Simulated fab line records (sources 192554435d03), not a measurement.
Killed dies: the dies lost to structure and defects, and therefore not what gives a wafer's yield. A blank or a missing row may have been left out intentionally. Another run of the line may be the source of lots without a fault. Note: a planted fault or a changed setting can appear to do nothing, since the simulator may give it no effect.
fab line records	flow n5_finfet
record: lots: 11	wafers: 31	last_day: 17
route steps=1938 shown ZERO_LAYER@4 BEOL_M4@1102 BEOL_M5@1113 PASSIVATION@1936
lots with no fault: from the same line, run without faults
start_h: start of the lot's first displayed wafer, in hours after the record's first day	wait_h: time in hours since the lot's previous step	" unchanged from the row above	L1.1+2: one row covering several wafers at once	- value missing, or start not given	* or withheld: withheld	< > ~ a bound
route shown NAME@n: names a module that has steps shown in the file, with the first one's number in the route	usual: mean/standard deviation of fault-free wafers	same: alike in all rows	chamber/n: place in a boat	sites: the reading at each site	_std_site: how widely they spread, as a standard deviation	_edge_site: mean of outer sites minus mean of inner sites	radius_mm: how far each site lies from the wafer's centre	mask NAME#n: copy n	behind: tool/chamber where the wafer was last shaped	hold: reason for holding the lot/hours on hold/outcome of the hold	device: names the non-switching transistor (n, p or np)	end of line: the tests these same wafers got at the end of their route	where a step has no rows: the recipe by itself	killed: count of dies lost to structure and defects at first sort (not the wafer's yield)	map: per-die view of a wafer (x killed, . not killed, _ where there is no die)
set.NAME: the setting as run; set.NAME@STEP: as run at that earlier step	model.NAME: the simulator's own value behind a step, which no gauge read
one table for each step of the route and one row for each wafer, over a sample of lots
services: the hour from which a tool's chamber was out of use, counted from the record's first day as start_h (under 0 if before that day), plus the number of hours and why
== steps ==
step: N5_ZERO_LAYER_PECVD_02
recipe: material: SiO2	target_thk_a: 100	temp_c: 400	precursor: SiH4/N2O	pressure_torr: 0.75	rf_w: 275	time_s: 6
usual: heater_power_w: 762/80	showerhead_plenum_p_Torr: 8.08/0.13
lot.wafer	tool	chamber	start_h	wait_h	heater_power_w	showerhead_plenum_p_Torr
L972.1	pecvd-04	1	12.28	0.0	882	8.07
L972.2	"	2	"	"	820	8.18
L972.3	"	0	"	"	704	8.09
L976.2	pecvd-04	1	36.29	0.0	778	8.07
L976.3	"	2	"	"	813	8.16
L976.4	"	2	"	"	814	8.17
L982.1	pecvd-04	2	72.29	0.0	910	8.18
L982.3	"	1	"	"	859	8.07
L983.3	pecvd-04	0	78.29	0.0	637	8.09
L983.4	"	2	"	"	798	8.18
L986.1	pecvd-01	1	96.28	0.0	792	8.00
L986.2	"	0	"	"	892	7.80
L986.4	"	1	"	"	783	7.97
L990.2	pecvd-01	2	120.28	0.0	700	8.08
L990.3	"	0	"	"	728	7.80
L990.4	"	0	"	"	731	7.82
L991.4	pecvd-01	1	126.31	0.1	748	7.96
L991.5	"	0	"	"	886	7.84
L991.6	"	2	"	"	733	8.06
L992.1	pecvd-03	2	132.28	0.0	647	8.35
L992.3	"	1	"	"	606	8.23
L992.5	"	1	"	"	618	8.24
L993.3	pecvd-04	2	138.30	0.0	779	8.16
L993.4	"	2	"	"	761	8.19
L993.5	"	0	"	"	756	8.10
L994.3	pecvd-04	1	144.28	0.0	793	8.07
L994.5	"	2	"	"	854	8.16
L994.6	"	0	"	"	749	8.09
L995.1	pecvd-04	0	150.28	0.0	763	8.08
L995.3	"	1	"	"	778	8.07
L995.5	"	2	"	"	776	8.18
step: N5_BEOL_M4_ANNEAL_51
recipe: temp_c: 225	time_s: 90	ambient: N2
usual: wafer_temp_C_max: 226.0/0.34
lot.wafer	tool	chamber	start_h	wait_h	wafer_temp_C_max
L972.1	rtp_anneal-02	0	176.84	0.1	225.9
L972.2	"	0	"	"	225.8
L972.3	"	0	"	"	226.5
L976.2	rtp_anneal-01	0	194.09	0.1	226.0
L976.3	"	0	"	"	226.1
L976.4	"	0	"	"	226.0
L982.1	rtp_anneal-01	0	236.37	0.1	225.6
L982.3	"	0	"	"	225.6
L983.3	rtp_anneal-02	0	242.80	0.1	226.9
L983.4	"	0	"	"	226.5
L986.1	rtp_anneal-01	0	260.98	0.1	225.3
L986.2	"	0	"	"	225.6
L986.4	"	0	"	"	225.7
L990.2	rtp_anneal-02	0	273.40	0.1	226.3
L990.3	"	0	"	"	226.0
L990.4	"	0	"	"	226.1
L991.4	rtp_anneal-01	0	288.94	0.2	226.1
L991.5	"	0	"	"	225.9
L991.6	"	0	"	"	225.7
L993.3	rtp_anneal-02	0	296.93	0.1	226.4
L993.4	"	0	"	"	226.2
L993.5	"	0	"	"	225.9
L992.1	rtp_anneal-01	0	298.19	0.1	225.7
L992.3	"	0	"	"	225.7
L992.5	"	0	"	"	226.1
L994.3	rtp_anneal-01	0	304.29	0.1	225.7
L994.5	"	0	"	"	225.6
L994.6	"	0	"	"	225.7
L995.1	rtp_anneal-02	0	316.12	0.1	226.1
L995.3	"	0	"	"	226.6
L995.5	"	0	"	"	225.8
step: N5_BEOL_M4_RC_MEAS_101
usual: CJ_N: 4.33/0.097	CJ_P: 5.77/0.22	DIBL_N: 36.0/1.7	DIBL_P: 35.8/2	IOFF_N: 0.15/0.03	IOFF_P: 0.20/0.037	ION_N: 670/12	ION_P: 460/7.2	RS_PWELL: 3010/23	SS_N: 71.5/0.68	SS_P: 73.2/0.65	VT_N: 250/3.1	VT_P: -251/3.4
lot.wafer	tool	chamber	start_h	wait_h	CJ_N	CJ_P	DIBL_N[mV/V]	DIBL_P[mV/V]	IOFF_N[nA/um]	IOFF_P[nA/um]	ION_N[uA/um]	ION_P[uA/um]	RS_PWELL[ohm/sq]	SS_N[mV/dec]	SS_P[mV/dec]	VT_N[mV]	VT_P[mV]
L972.1	prober-01	0	178.10	0.0	4.36	5.78	36.0	37.1	0.17	0.24	684	471	3006	71.4	73.4	249	-247
L972.2	"	0	"	"	4.40	5.53	37.1	37.0	0.18	0.23	682	464	3029	71.3	73.3	248	-248
L972.3	"	0	"	"	4.54	5.29	36.7	36.6	0.18	0.23	669	467	3005	71.6	73.3	249	-247
L976.2	prober-01	0	195.43	0.2	4.43	5.84	39.0	38.2	0.22	0.31	669	465	3019	72.4	75.0	244	-240
L976.3	"	0	"	"	4.39	5.81	39.3	38.9	0.23	0.33	663	463	3027	72.1	74.9	244	-241
L976.4	"	0	"	"	4.37	5.60	34.0	32.5	0.12	0.20	657	464	3002	70.2	72.8	250	-246
L982.1	prober-01	0	237.50	0.0	4.86	4.54	37.5	38.7	0.18	0.28	685	479	3117	71.4	73.5	248	-243
L982.3	"	0	"	"	4.77	3.81	35.8	36.4	0.14	0.24	654	458	3149	71.6	72.8	250	-248
L983.3	prober-01	0	243.92	0.3	5.00	3.94	36.4	35.3	0.13	0.20	657	457	3156	71.5	73.4	256	-251
L983.4	"	0	"	"	4.48	5.96	36.1	33.7	0.13	0.18	646	451	3046	71.4	72.9	254	-251
L986.1	prober-02	0	261.88	0.0	4.39	5.75	34.5	34.6	0.12	0.16	667	455	2991	71.1	72.6	252	-255
L986.2	"	0	"	"	4.31	5.63	37.2	37.2	0.16	0.19	676	457	2997	71.5	72.8	250	-254
L986.4	"	0	"	"	4.30	6.10	37.5	38.0	0.16	0.20	672	460	2976	72.1	73.8	252	-253
L990.2	prober-01	0	274.55	0.2	4.39	5.28	37.5	38.7	0.19	0.21	678	456	3012	72.3	73.8	251	-252
L990.3	"	0	"	"	4.31	5.86	34.2	34.3	0.12	0.15	670	455	3004	71.8	73.0	255	-259
L990.4	"	0	"	"	4.25	5.90	33.3	33.9	0.11	0.14	655	443	3024	71.4	72.8	255	-259
L991.4	prober-01	0	290.17	0.5	4.39	5.84	35.0	35.2	0.14	0.21	677	466	3010	70.9	73.5	249	-249
L991.5	"	0	"	"	4.37	5.78	36.0	35.9	0.16	0.21	683	461	3014	71.0	73.1	250	-250
L991.6	"	0	"	"	4.30	5.41	36.9	37.6	0.17	0.24	690	470	3021	71.8	73.5	250	-246
L993.3	prober-01	0	298.28	0.3	4.32	5.72	37.4	37.8	0.17	0.21	682	463	3026	72.0	74.5	251	-251
L993.4	"	0	"	"	4.25	5.96	35.4	36.2	0.14	0.18	659	457	2992	71.1	73.8	254	-253
L993.5	"	0	"	"	4.16	5.66	34.9	35.6	0.13	0.17	657	461	2993	71.0	73.4	253	-256
L992.1	prober-02	0	299.09	0.0	4.38	5.54	34.7	33.9	0.13	0.18	664	454	3024	70.7	73.4	252	-249
L992.3	"	0	"	"	4.18	5.72	37.6	37.7	0.17	0.24	684	467	3029	71.3	73.3	249	-249
L992.5	"	0	"	"	4.26	5.76	34.3	33.2	0.12	0.17	653	452	2994	70.4	72.3	250	-254
L994.3	prober-02	0	305.41	0.3	4.49	6.02	34.7	33.1	0.14	0.17	671	462	2990	71.1	72.5	248	-253
L994.5	"	0	"	"	4.32	5.60	35.7	35.3	0.15	0.20	684	465	3029	70.8	73.3	247	-252
L994.6	"	0	"	"	4.48	5.75	37.3	35.7	0.17	0.21	665	457	3023	71.3	72.6	248	-250
L995.1	prober-02	0	317.11	0.0	4.48	5.67	36.1	37.4	0.16	0.21	685	467	3032	71.8	73.0	251	-252
L995.3	"	0	"	"	4.47	5.78	32.9	33.9	0.12	0.17	672	457	3023	70.4	72.3	252	-252
L995.5	"	0	"	"	4.38	5.69	36.1	37.3	0.16	0.20	681	460	3011	71.1	73.9	249	-253
step: N5_BEOL_M5_CURE_79
recipe: temp_c: 385	time_s: 240	ambient: He/Ar	material: SiCOH_lowk
usual: lamp_power_pct: 52.31/0.047	wafer_temp_C_max: 387.1/0.81
lot.wafer	tool	chamber	start_h	wait_h	lamp_power_pct	wafer_temp_C_max
L972.1	uv_cure-02	1	179.13	0.0	52.29	385.7
L972.2	"	1	"	"	52.29	385.9
L972.3	"	1	"	"	52.39	385.8
L976.2	uv_cure-01	2	196.61	0.4	52.26	387.8
L976.3	"	2	"	"	52.38	387.6
L976.4	"	2	"	"	52.34	387.8
L982.1	uv_cure-03	2	238.52	0.0	52.41	386.9
L982.3	"	2	"	"	52.34	387.8
L983.3	uv_cure-01	1	244.79	0.2	52.33	388.0
L983.4	"	1	"	"	52.30	388.0
L986.1	uv_cure-03	2	262.91	0.0	52.31	386.9
L986.2	"	2	"	"	52.30	387.0
L986.4	"	2	"	"	52.39	386.5
L990.2	uv_cure-02	2	275.50	0.1	52.34	387.3
L990.3	"	2	"	"	52.30	386.9
L990.4	"	2	"	"	52.36	387.4
L991.4	uv_cure-01	0	290.97	0.3	52.32	386.4
L991.5	"	0	"	"	52.29	386.4
L991.6	"	0	"	"	52.39	386.7
L993.3	uv_cure-01	2	299.15	0.2	52.24	387.2
L993.4	"	2	"	"	52.41	386.8
L993.5	"	2	"	"	52.31	386.8
L992.1	uv_cure-02	1	300.12	0.0	52.26	385.8
L992.3	"	1	"	"	52.35	386.1
L992.5	"	1	"	"	52.26	386.2
L994.3	uv_cure-02	2	306.29	0.2	52.34	387.7
L994.5	"	2	"	"	52.32	387.2
L994.6	"	2	"	"	52.33	387.0
L995.1	uv_cure-03	2	318.13	0.0	52.35	387.2
L995.3	"	2	"	"	52.28	387.3
L995.5	"	2	"	"	52.29	387.5
step: N5_BEOL_M5_THK_MEAS_01
recipe: reads: SiCOH_lowk_of_BEOL_M5_ILD_DEP_00
usual: M5_ILD_THK: 121.2/1.7
lot.wafer	tool	chamber	start_h	wait_h	M5_ILD_THK[nm]
L972.1	film_metro-02	-	179.64	0.4	121.2
L972.2	"	-	"	"	121.5
L972.3	"	-	"	"	119.4
L976.2	film_metro-01	-	197.04	0.4	119.7
L976.3	"	-	"	"	117.8
L976.4	"	-	"	"	121.5
L982.1	film_metro-02	-	239.04	0.4	121.9
L982.3	"	-	"	"	120.8
L983.3	film_metro-02	-	245.14	0.3	121.2
L983.4	"	-	"	"	121.3
L986.1	film_metro-02	-	263.42	0.4	119.8
L986.2	"	-	"	"	119.7
L986.4	"	-	"	"	121.8
L990.2	film_metro-01	-	275.93	0.4	122.1
L990.3	"	-	"	"	121.7
L990.4	"	-	"	"	123.9
L991.4	film_metro-01	-	291.26	0.2	123.9
L991.5	"	-	"	"	123.8
L991.6	"	-	"	"	123.9
L993.3	film_metro-02	-	299.50	0.3	121.0
L993.4	"	-	"	"	122.3
L993.5	"	-	"	"	119.9
L992.1	film_metro-02	-	300.64	0.4	118.9
L992.3	"	-	"	"	118.2
L992.5	"	-	"	"	118.5
L994.3	film_metro-02	-	306.64	0.3	120.5
L994.5	"	-	"	"	119.2
L994.6	"	-	"	"	120.8
L995.1	film_metro-02	-	318.65	0.4	119.7
L995.3	"	-	"	"	122.1
L995.5	"	-	"	"	122.7
step: N5_PASSIVATION_PROBE_49
usual: defect_limited_yield: 91.4/1.5	killed_at_M0_to_M3: 32/9.8	killed_at_M4_up: 15/5.6	killed_at_contacts: 12/5.4	killed_at_front_end: 40/13	killed_at_other: 3.0/2.1	killed_dies: 102/17	killed_open: 67/13	killed_short: 32/7.1	sort_bin_5_function: 5.1/0.96	sort_bin_6_memory: 3.2/0.7	sort_n_pass: 1078/18	sort_yield_pct: 91.3/1.5
same: gross_dies: 1180	killed_at_back_side: 0	sort_bin_4_leakage[%]: 0	sort_bin_8_speed[%]: 0
lot.wafer	tool	chamber	start_h	wait_h	defect_limited_yield[%]	killed_at_M0_to_M3	killed_at_M4_up	killed_at_contacts	killed_at_front_end	killed_at_other	killed_dies	killed_open	killed_short	sort_bin_5_function[%]	sort_bin_6_memory[%]	sort_n_pass	sort_yield_pct[%]
L972.1	prober-01	-	287.99	0.0	90.8	36	11	15	44	3	109	78	27	6.1	3.1	1071	90.8
L972.2	prober-01	-	288.04	0.1	92.1	17	28	15	32	1	93	66	26	5.0	2.5	1087	92.1
L972.3	prober-01	-	288.09	0.1	92.0	32	9	20	31	2	94	59	34	5.5	2.0	1086	92.0
L976.2	prober-01	-	312.35	0.1	92.5	30	23	6	29	1	89	58	30	5.0	2.4	1091	92.5
L976.3	prober-01	-	312.40	0.1	92.9	21	25	8	28	2	84	53	25	4.8	2.3	1096	92.9
L976.4	prober-01	-	312.45	0.2	93.2	23	17	3	37	0	80	55	18	3.4	3.0	1100	93.2
L982.1	prober-01	-	347.44	0.0	92.5	30	19	11	29	0	89	60	26	5.2	2.2	1091	92.5
L982.3	prober-01	-	347.54	0.1	89.3	58	17	20	28	3	126	72	49	6.4	3.5	1054	89.3
L983.3	prober-02	-	352.50	0.1	91.9	11	13	27	44	0	95	62	25	3.8	3.6	1085	91.9
L990.2	prober-01	-	370.30	0.1	90.8	26	9	11	56	6	108	57	50	5.7	3.3	1072	90.8
L990.4	prober-01	-	370.40	0.2	91.7	28	15	7	42	6	98	63	26	5.3	2.5	1082	91.7
L986.1	prober-01	-	375.71	0.0	91.5	41	11	6	40	2	100	61	39	5.6	2.5	1080	91.5
L986.2	prober-01	-	375.76	0.1	90.8	39	13	7	49	0	108	65	40	5.8	3.3	1072	90.8
L986.4	prober-01	-	375.86	0.2	92.9	26	16	3	35	4	84	55	23	3.7	3.0	1096	92.9
L991.4	prober-01	-	394.28	0.2	89.7	27	8	9	76	2	122	87	32	5.7	4.2	1058	89.7
L991.5	prober-01	-	394.33	0.2	91.3	27	6	11	52	7	103	68	34	5.4	3.1	1077	91.3
L991.6	prober-01	-	394.38	0.3	90.3	29	8	3	74	1	115	81	34	5.8	3.8	1065	90.3
L992.1	prober-01	-	404.01	0.0	90.1	35	19	15	46	2	117	72	43	6.6	3.1	1063	90.1
L992.3	prober-01	-	404.11	0.1	90.6	35	16	19	36	5	111	74	37	6.4	3.0	1069	90.6
L992.5	prober-01	-	404.21	0.2	91.8	36	11	21	24	5	97	49	46	4.0	4.0	1083	91.8
L993.3	prober-02	-	408.93	0.1	93.4	29	9	5	29	6	78	43	33	3.8	2.4	1102	93.4
L993.4	prober-02	-	408.98	0.2	91.3	44	8	10	30	11	103	62	40	5.0	3.5	1077	91.3
L994.3	prober-01	-	413.68	0.1	92.6	32	13	16	24	2	87	54	32	4.2	2.9	1093	92.6
L994.5	prober-01	-	413.78	0.2	92.4	19	9	20	40	2	90	69	20	4.1	3.6	1090	92.4
L994.6	prober-01	-	413.83	0.3	91.6	33	8	13	43	2	99	63	36	4.9	3.1	1081	91.6
L995.1	prober-02	-	418.77	0.0	89.8	44	10	7	54	5	120	78	40	5.8	3.9	1060	89.8
L995.3	prober-02	-	418.87	0.1	91.6	39	12	3	41	4	99	60	36	5.3	2.6	1081	91.6
L995.5	prober-02	-	418.97	0.2	90.7	45	20	5	35	5	110	77	30	5.8	3.1	1070	90.7
killed by level:class
L972.1 STI_FIN_REVEAL:geometric_particle:open=14 MOL_CONTACT_COAG:geometric_particle:open=13 BEOL_M0_SAQP:geometric_particle:open=12 FIN_SAQP:geometric_particle:open=9 BEOL_M0_SAQP:geometric_particle:short=7 BEOL_M2:geometric_particle:open=5 BEOL_M3:geometric_particle:open=5 ILD0:geometric_particle:open=4
L972.2 BEOL_M4:geometric_particle:open=20 MOL_CONTACT_COAG:geometric_particle:open=12 STI_FIN_REVEAL:geometric_particle:open=10 BEOL_M0_SAQP:geometric_particle:short=5 STARTING-WAFER:geometric_particle:open=5 GATE_CUT:geometric_particle:open=3 MOL_CONTACT_COAG:geometric_particle:short=3 BEOL_M1:geometric_particle:open=3
L972.3 MOL_CONTACT_COAG:geometric_particle:open=11 BEOL_M0_SAQP:geometric_particle:open=11 STI_FIN_REVEAL:geometric_particle:open=8 BEOL_M0_SAQP:geometric_particle:short=8 MOL_CONTACT_COAG:geometric_particle:short=8 GATE_CUT:geometric_particle:short=7 BEOL_M3:geometric_particle:open=6 FIN_SAQP:geometric_particle:open=3
L976.2 BEOL_M4:geometric_particle:open=16 BEOL_M3:geometric_particle:open=9 BEOL_M1:geometric_particle:open=7 STARTING-WAFER:geometric_particle:short=6 STI_FIN_REVEAL:geometric_particle:open=5 MOL_CONTACT_COAG:geometric_particle:open=5 BEOL_M0_SAQP:geometric_particle:short=5 BEOL_M4:geometric_particle:short=5
L976.3 BEOL_M4:geometric_particle:open=13 MOL_CONTACT_COAG:geometric_particle:open=8 GATE_CUT:geometric_particle:short=6 BEOL_M0_SAQP:geometric_particle:open=6 FIN_CUT:geometric_particle:short=4 GATE_CUT:geometric_particle:open=4 BEOL_M0_SAQP:geometric_particle:short=4 BEOL_M1:geometric_particle:open=3
L976.4 BEOL_M4:geometric_particle:open=9 BEOL_M3:geometric_particle:open=6 BEOL_M2:geometric_particle:open=5 FIN_SAQP:geometric_particle:open=4 FIN_CUT:geometric_particle:open=4 STI_FIN_REVEAL:geometric_particle:open=4 HKMG_FIN:area_etch=4 FIN_SAQP:geometric_particle:short=3
L982.1 BEOL_M1:geometric_particle:open=9 MOL_CONTACT_COAG:geometric_particle:open=8 BEOL_M0_SAQP:geometric_particle:open=6 STARTING-WAFER:geometric_particle:short=6 DUMMY_GATE:geometric_particle:open=5 BEOL_M4:geometric_particle:open=5 BEOL_M6:geometric_particle:open=5 BEOL_M2:geometric_particle:open=4
L982.3 MOL_CONTACT_COAG:geometric_particle:open=16 BEOL_M0_SAQP:geometric_particle:short=13 BEOL_M3:geometric_particle:open=11 BEOL_M1:geometric_particle:short=8 BEOL_M1:geometric_particle:open=8 FIN_SAQP:geometric_particle:short=7 STI_FIN_REVEAL:geometric_particle:open=7 BEOL_M4:geometric_particle:open=7
L983.3 MOL_CONTACT_COAG:geometric_particle:open=22 BEOL_M5:geometric_particle:open=8 HKMG_FIN:area_etch=6 FIN_SAQP:geometric_particle:short=5 STI_FIN_REVEAL:geometric_particle:open=5 STARTING-WAFER:geometric_particle:open=5 GATE_CUT:geometric_particle:short=4 MOL_CONTACT_COAG:geometric_particle:short=4
L990.2 FIN_SAQP:geometric_particle:short=18 FIN_SAQP:geometric_particle:open=15 BEOL_M1:geometric_particle:open=11 MOL_CONTACT_COAG:geometric_particle:open=7 STI_FIN_REVEAL:geometric_particle:open=5 MOL_CONTACT_COAG:geometric_particle:short=4 STARTING-WAFER:geometric_particle:short=4 GATE_CUT:geometric_particle:short=3
L990.4 STI_FIN_REVEAL:geometric_particle:open=11 BEOL_M2:geometric_particle:open=8 BEOL_M0_SAQP:geometric_particle:open=7 MOL_CONTACT_COAG:geometric_particle:open=6 FIN_SAQP:geometric_particle:open=5 BEOL_M0_SAQP:geometric_particle:short=5 DUMMY_GATE:geometric_particle:open=5 HKMG_FIN:area_etch=5
L986.1 BEOL_M0_SAQP:geometric_particle:short=10 BEOL_M0_SAQP:geometric_particle:open=9 DUMMY_GATE:geometric_particle:open=8 FIN_SAQP:geometric_particle:short=6 BEOL_M3:geometric_particle:open=6 GATE_CUT:geometric_particle:short=5 BEOL_M1:geometric_particle:open=5 STARTING-WAFER:geometric_particle:open=4
L986.2 BEOL_M3:geometric_particle:open=12 FIN_SAQP:geometric_particle:short=10 BEOL_M0_SAQP:geometric_particle:open=9 FIN_SAQP:geometric_particle:open=7 STI_FIN_REVEAL:geometric_particle:open=7 MOL_CONTACT_COAG:geometric_particle:open=7 BEOL_M0_SAQP:geometric_particle:short=7 GATE_CUT:geometric_particle:short=5
L986.4 DUMMY_GATE:geometric_particle:open=10 BEOL_M1:geometric_particle:open=8 BEOL_M0_SAQP:geometric_particle:open=6 BEOL_M4:geometric_particle:open=6 FIN_SAQP:geometric_particle:short=5 GATE_CUT:geometric_particle:short=5 BEOL_M3:geometric_particle:open=5 HKMG_FIN:area_etch=4
L991.4 FIN_SAQP:geometric_particle:open=29 STI_FIN_REVEAL:geometric_particle:open=17 BEOL_M1:geometric_particle:open=9 GATE_CUT:geometric_particle:short=7 BEOL_M2:geometric_particle:open=5 MOL_CONTACT_COAG:geometric_particle:open=5 STI_FIN_REVEAL:geometric_particle:short=4 MOL_CONTACT_COAG:geometric_particle:short=4
L991.5 STI_FIN_REVEAL:geometric_particle:open=21 MOL_CONTACT_COAG:geometric_particle:open=10 FIN_SAQP:geometric_particle:open=9 STI_FIN_REVEAL:geometric_particle:short=9 BEOL_M0_SAQP:geometric_particle:short=5 BEOL_M1:geometric_particle:open=5 MIM_TOP:geometric_particle:open=5 FIN_SAQP:geometric_particle:short=4
L991.6 FIN_SAQP:geometric_particle:open=27 STI_FIN_REVEAL:geometric_particle:open=15 FIN_SAQP:geometric_particle:short=10 BEOL_M2:geometric_particle:open=10 GATE_CUT:geometric_particle:short=8 BEOL_M1:geometric_particle:open=8 STARTING-WAFER:geometric_particle:short=6 BEOL_M0:geometric_particle:open=4
L992.1 FIN_SAQP:geometric_particle:short=11 BEOL_M0_SAQP:geometric_particle:open=11 BEOL_M4:geometric_particle:open=10 MOL_CONTACT_COAG:geometric_particle:open=10 STI_FIN_REVEAL:geometric_particle:open=9 BEOL_M0_SAQP:geometric_particle:short=9 FIN_SAQP:geometric_particle:open=6 MOL_CONTACT_COAG:geometric_particle:short=5
L992.3 MOL_CONTACT_COAG:geometric_particle:open=15 BEOL_M0_SAQP:geometric_particle:open=15 FIN_SAQP:geometric_particle:short=10 FIN_SAQP:geometric_particle:open=8 BEOL_M4:geometric_particle:open=7 BEOL_M0_SAQP:geometric_particle:short=5 BEOL_M2:geometric_particle:open=5 STI_FIN_REVEAL:geometric_particle:open=4
L992.5 MOL_CONTACT_COAG:geometric_particle:short=12 BEOL_M0_SAQP:geometric_particle:short=11 BEOL_M0_SAQP:geometric_particle:open=10 MOL_CONTACT_COAG:geometric_particle:open=9 FIN_SAQP:geometric_particle:short=8 BEOL_M3:geometric_particle:open=5 FIN_SAQP:geometric_particle:open=4 GATE_CUT:geometric_particle:short=4
L993.3 BEOL_M3:geometric_particle:open=7 GATE_CUT:geometric_particle:short=6 BEOL_M0_SAQP:geometric_particle:short=6 BEOL_M0_SAQP:geometric_particle:open=6 FIN_SAQP:geometric_particle:short=5 STI_FIN_REVEAL:geometric_particle:open=5 MOL_CONTACT_COAG:geometric_particle:open=5 BEOL_M2:geometric_particle:open=5
L993.4 BEOL_M3:geometric_particle:open=11 BEOL_M0_SAQP:geometric_particle:open=8 MOL_CONTACT_COAG:geometric_particle:open=7 BEOL_M0_SAQP:geometric_particle:short=7 FIN_SAQP:geometric_particle:open=6 FIN_SAQP:geometric_particle:short=6 BEOL_M2:geometric_particle:open=6 BEOL_M0:geometric_particle:open=4
L994.3 BEOL_M0_SAQP:geometric_particle:short=12 MOL_CONTACT_COAG:geometric_particle:open=10 BEOL_M0_SAQP:geometric_particle:open=9 MOL_CONTACT_COAG:geometric_particle:short=6 GATE_CUT:geometric_particle:short=5 BEOL_M3:geometric_particle:open=4 BEOL_M4:geometric_particle:open=4 DUMMY_GATE:geometric_particle:open=3
L994.5 STI_FIN_REVEAL:geometric_particle:open=18 MOL_CONTACT_COAG:geometric_particle:open=18 BEOL_M0_SAQP:geometric_particle:open=7 BEOL_M0_SAQP:geometric_particle:short=5 FIN_SAQP:geometric_particle:open=4 BEOL_M1:geometric_particle:open=4 FIN_SAQP:geometric_particle:short=3 DUMMY_GATE:geometric_particle:open=3
L994.6 BEOL_M0_SAQP:geometric_particle:open=15 BEOL_M0_SAQP:geometric_particle:short=13 FIN_SAQP:geometric_particle:open=9 FIN_SAQP:geometric_particle:short=8 MOL_CONTACT_COAG:geometric_particle:open=8 DUMMY_GATE:geometric_particle:open=7 STI_FIN_REVEAL:geometric_particle:open=5 MOL_CONTACT_COAG:geometric_particle:short=5
L995.1 STI_FIN_REVEAL:geometric_particle:open=22 BEOL_M1:geometric_particle:open=12 BEOL_M2:geometric_particle:open=11 BEOL_M0_SAQP:geometric_particle:open=7 FIN_SAQP:geometric_particle:short=6 GATE_CUT:geometric_particle:short=5 MOL_CONTACT_COAG:geometric_particle:open=5 BEOL_M0_SAQP:geometric_particle:short=5
L995.3 STI_FIN_REVEAL:geometric_particle:open=12 BEOL_M0_SAQP:geometric_particle:open=11 GATE_CUT:geometric_particle:short=8 BEOL_M3:geometric_particle:open=8 BEOL_M1:geometric_particle:short=6 FIN_SAQP:geometric_particle:short=5 BEOL_M7:geometric_particle:open=5 DUMMY_GATE:geometric_particle:open=4
L995.5 STI_FIN_REVEAL:geometric_particle:open=14 BEOL_M1:geometric_particle:open=8 BEOL_M4:geometric_particle:open=8 BEOL_M3:geometric_particle:open=7 BEOL_M0_SAQP:geometric_particle:short=7 BEOL_M2:geometric_particle:open=7 FIN_SAQP:geometric_particle:open=6 BEOL_M0_SAQP:geometric_particle:open=6
== services ==
tool	chamber	start_h	hours	kind
uv_cure-01	-	-10.30	7.1	pm
uv_cure-01	-	-2.54	1.0	pm
uv_cure-03	-	-0.92	1.0	pm
uv_cure-02	-	2.28	2.1	pm
uv_cure-02	-	15.17	0.5	repair
pecvd-01	-	34.86	6.0	pm
uv_cure-01	-	39.06	2.3	repair
pecvd-01	1	47.04	3.5	repair
rtp_anneal-01	-	55.40	5.4	pm
pecvd-04	-	56.43	0.3	repair
uv_cure-02	-	71.57	7.5	pm
uv_cure-01	-	92.57	1.1	repair
uv_cure-03	-	98.19	7.5	pm
uv_cure-03	-	107.22	3.8	repair
pecvd-01	-	114.37	0.5	repair
pecvd-04	-	119.65	6.0	pm
uv_cure-02	-	124.25	2.8	pm
uv_cure-03	-	124.48	0.3	repair
pecvd-04	-	162.33	0.7	repair
uv_cure-03	-	191.18	9.2	pm
uv_cure-02	-	209.90	0.6	repair
uv_cure-01	-	275.03	7.5	pm
uv_cure-02	-	288.45	0.4	repair
uv_cure-01	-	293.87	3.6	repair
== key ==
first_sign: step: N5_BEOL_M4_RC_MEAS_101	reading: CJ_P	direction: down	sigmas: 7.7	usual: 5.77	struck: 4.09
effect: step: N5_BEOL_M4_RC_MEAS_101	reading: RS_PWELL	direction: up	sigmas: 5.7	usual: 3010	struck: 3141
effect: step: N5_BEOL_M4_RC_MEAS_101	reading: CJ_N	direction: up	sigmas: 5.6	usual: 4.33	struck: 4.88
met_at N5_ZERO_LAYER_PECVD_02
struck_lots L982,L983
struck_wafers L982.1,L982.3,L983.3
not_acting_at N5_BEOL_M4_ANNEAL_51,N5_BEOL_M5_CURE_79,N5_BEOL_M5_THK_MEAS_01
onset_between 36.29 72.29
fault: kind: process_parameter_drift	tool: pecvd-04	chamber: -	onset_h: 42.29	steps: N5_ZERO_LAYER_PECVD_02	channel: time_s	offset: *	shape: step	end_h: 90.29	scope: struck_wafers_only	acts_in: *	stated: *
